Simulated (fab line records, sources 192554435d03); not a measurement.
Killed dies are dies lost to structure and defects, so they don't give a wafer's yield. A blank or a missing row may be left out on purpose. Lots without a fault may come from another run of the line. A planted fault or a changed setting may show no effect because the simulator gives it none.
Which tool did it? | flow n5_finfet | 24 lots, 72 wafers sampled, at 2 steps of a route of 1938

WHAT THE GAUGES READ, wafer by wafer
N5_BEOL_M1_OVL_MEAS_29. Usual: V0_OVL -0.1 nm, standard deviation 0.69.
lot  | measured     | on         | V0_OVL (nm)    | flag
L074 | day 6 02:23  | overlay-01 | 0.8 0.2 -0.3   |
L075 | day 6 10:48  | overlay-02 | -0.2 -0.1 0.0  |
L076 | day 6 15:43  | overlay-02 | -0.1 0.6 1.2   |
L077 | day 6 21:23  | overlay-01 | -1.4 0.0 -0.7  |
L078 | day 7 00:08  | overlay-01 | 0.7 -0.3 -0.9  |
L079 | day 7 05:28  | overlay-02 | -1.6 -0.6 -0.3 |
L080 | day 7 14:44  | overlay-01 | 0.1 -0.2 0.0   |
L081 | day 7 22:46  | overlay-01 | 0.2 0.8 -0.8   |
L082 | day 8 03:19  | overlay-02 | -0.5 -0.4 -1.1 |
L083 | day 8 11:51  | overlay-01 | 0.2 -0.4 -0.1  |
L084 | day 8 17:26  | overlay-02 | 1.3 -0.5 0.6   |
L085 | day 8 22:42  | overlay-01 | -0.5 0.7 0.6   |
L086 | day 9 10:20  | overlay-02 | 0.6 0.8 0.7    |
L088 | day 9 13:23  | overlay-01 | 0.5 -0.8 0.6   |
L087 | day 9 13:25  | overlay-02 | 0.2 -0.4 -1.0  |
L089 | day 9 21:19  | overlay-02 | 0.3 0.8 0.4    |
L090 | day 10 00:46 | overlay-02 | -0.5 0.3 -0.6  |
L091 | day 10 05:43 | overlay-01 | 0.2 -1.0 -0.4  |
L092 | day 10 12:57 | overlay-02 | -1.3 -0.8 -1.2 |
L093 | day 11 01:26 | overlay-02 | 0.9 0.3 0.4    |
L094 | day 11 03:01 | overlay-02 | 0.6 0.2 0.0    |
L095 | day 11 10:30 | overlay-02 | -0.3 0.6 -1.0  |
L096 | day 12 00:52 | overlay-02 | 0.2 0.0 0.5    |
L097 | day 12 03:22 | overlay-02 | 1.0 -0.5 0.9   |

WHICH TOOL RAN EACH LOT (tool, then ch and the chambers of the sampled wafers, then the start)
lot  | N5_BEOL_M1_ETCH_74
L074 | rie_diel-03 ch 0,1, day 6 01:38
L075 | rie_diel-01 ch 0,1,2, day 6 10:03
L076 | rie_diel-02 ch 1,2, day 6 14:57
L077 | rie_diel-01 ch 0,1, day 6 20:31
L078 | rie_diel-02 ch 0,2,3, day 6 23:16
L079 | rie_diel-03 ch 0,2,3, day 7 04:44
L080 | rie_diel-01 ch 1,2,3, day 7 13:52
L081 | rie_diel-03 ch 0,1, day 7 21:53
L082 | rie_diel-01 ch 0,1,2, day 8 02:27
L083 | rie_diel-03 ch 1,2,3, day 8 11:06
L084 | rie_diel-03 ch 0,1,3, day 8 16:34
L085 | rie_diel-02 ch 0,1,2, day 8 21:55
L086 | rie_diel-03 ch 2,3, day 9 09:36
L088 | rie_diel-03 ch 0,3, day 9 12:28
L087 | rie_diel-01 ch 1,2,3, day 9 12:38
L089 | rie_diel-03 ch 2,3, day 9 20:27
L090 | rie_diel-02 ch 0,2,3, day 9 23:49
L091 | rie_diel-01 ch 1,3, day 10 04:46
L092 | rie_diel-01 ch 1,2,3, day 10 11:59
L093 | rie_diel-01 ch 1,2,3, day 11 00:41
L094 | rie_diel-01 ch 1,2,3, day 11 02:09
L095 | rie_diel-02 ch 0,2, day 11 09:31
L096 | rie_diel-03 ch 0,1,2, day 11 23:59
L097 | rie_diel-01 ch 1,3, day 12 02:23
- N5_BEOL_M1_ETCH_74: etches underlayer in N2/H2, target depth 6.5 nm, time 5.2 s.

WHAT THE TOOLS THEMSELVES READ (means of the sampled wafers that have a number; where no wafer has one, the mark that the record gives instead)
N5_BEOL_M1_ETCH_74. Usual: bias_w 150.0 W, standard deviation 0.51; drypump_motor_current_A 5.8 A, standard deviation 0.36; etch_rf_on_time_s 5.19 s, standard deviation 0.22; h2_flow_sccm 200.0 sccm, standard deviation 0.61; oes_product_au 0.65 a.u., standard deviation 0.065; rf_vpp_V 523.5 V, standard deviation 2.6; showerhead_plenum_p_Torr 2.53 Torr, standard deviation 0.083; throttle_valve_pct 17.91 %, standard deviation 0.25.
lot  | tool        | bias_w (W) | drypump_motor_current_A (A) | etch_rf_on_time_s (s) | h2_flow_sccm (sccm) | oes_product_au (a.u.) | rf_vpp_V (V) | showerhead_plenum_p_Torr (Torr) | throttle_valve_pct (%) | flag
L074 | rie_diel-03 | 149.7      | 5.9                         | 5.42                  | 200.6               | 0.63                  | 526.5        | 2.64                            | 17.93                  |
L075 | rie_diel-01 | 150.1      | 5.8                         | 5.11                  | 200.2               | 0.64                  | 524.1        | 2.50                            | 17.88                  |
L076 | rie_diel-02 | 150.1      | 5.4                         | 5.10                  | 199.8               | 0.68                  | 522.7        | 2.52                            | 17.83                  |
L077 | rie_diel-01 | 150.4      | 5.5                         | 5.03                  | 200.2               | 0.63                  | 523.4        | 2.52                            | 17.86                  |
L078 | rie_diel-02 | 150.0      | 5.6                         | 5.21                  | 199.4               | 0.65                  | 524.1        | 2.55                            | 17.99                  |
L079 | rie_diel-03 | 149.9      | 5.8                         | 5.16                  | 199.3               | 0.62                  | 522.8        | 2.47                            | 17.84                  |
L080 | rie_diel-01 | 150.3      | 5.7                         | 5.26                  | 199.9               | 0.64                  | 522.5        | 2.51                            | 17.96                  |
L081 | rie_diel-03 | 149.6      | 6.1                         | 5.25                  | 200.1               | 0.64                  | 526.6        | 2.64                            | 18.07                  |
L082 | rie_diel-01 | 149.7      | 5.8                         | 4.98                  | 200.4               | 0.64                  | 521.8        | 2.49                            | 17.91                  |
L083 | rie_diel-03 | 149.7      | 6.0                         | 5.04                  | 199.4               | 0.63                  | 521.3        | 2.47                            | 17.98                  |
L084 | rie_diel-03 | 149.9      | 5.9                         | 5.20                  | 199.9               | 0.62                  | 525.5        | 2.56                            | 17.92                  |
L085 | rie_diel-02 | 150.0      | 5.7                         | 5.14                  | 200.1               | 0.67                  | 522.3        | 2.52                            | 18.04                  |
L086 | rie_diel-03 | 150.3      | 5.9                         | 4.97                  | 199.5               | 0.72                  | 522.2        | 2.49                            | 17.68                  |
L088 | rie_diel-03 | 150.3      | 5.7                         | 5.12                  | 199.7               | 0.62                  | 521.7        | 2.47                            | 17.74                  |
L087 | rie_diel-01 | 150.0      | 5.7                         | 5.27                  | 199.8               | 0.62                  | 523.0        | 2.50                            | 17.98                  |
L089 | rie_diel-03 | 150.0      | 5.9                         | 5.02                  | 200.2               | 0.77                  | 526.2        | 2.58                            | 17.70                  |
L090 | rie_diel-02 | 150.1      | 5.6                         | 5.19                  | 199.9               | 0.63                  | 524.5        | 2.54                            | 18.02                  |
L091 | rie_diel-01 | 150.2      | 5.5                         | 5.23                  | 199.8               | 0.61                  | 523.3        | 2.52                            | 17.95                  |
L092 | rie_diel-01 | 149.6      | 5.7                         | 5.26                  | 200.4               | 0.62                  | 522.1        | 2.50                            | 18.00                  |
L093 | rie_diel-01 | 149.7      | 5.7                         | 5.29                  | 200.5               | 0.61                  | 521.0        | 2.49                            | 18.01                  |
L094 | rie_diel-01 | 149.7      | 5.7                         | 5.18                  | 199.6               | 0.62                  | 522.7        | 2.49                            | 18.02                  |
L095 | rie_diel-02 | 149.9      | 5.5                         | 5.09                  | 199.9               | 0.59                  | 524.0        | 2.53                            | 18.23                  |
L096 | rie_diel-03 | 149.9      | 6.0                         | 5.22                  | 199.7               | 0.68                  | 527.0        | 2.65                            | 17.95                  |
L097 | rie_diel-01 | 149.5      | 5.5                         | 5.25                  | 200.0               | 0.60                  | 523.3        | 2.51                            | 17.99                  |

THE ANSWER, worked out from the rows above alone
Rule: a lot is off if the mean of its wafers that have a number lies more than 3 standard deviations from the usual mean. A lot without any number at a reading at which 4 lots or more have one is off too. The other lots that the step has rows for count as sound. The gauges are gone through in route order, then the tools' own readings, and for those a lot's mean is taken as printed above. The first step at which some lot is off is used, and at that step the reading that is off furthest; a lot without a number counts as furthest.
No lot is off at any reading shown: from this, nothing can be told.

WHAT THE SIMULATOR HAD PUT IN
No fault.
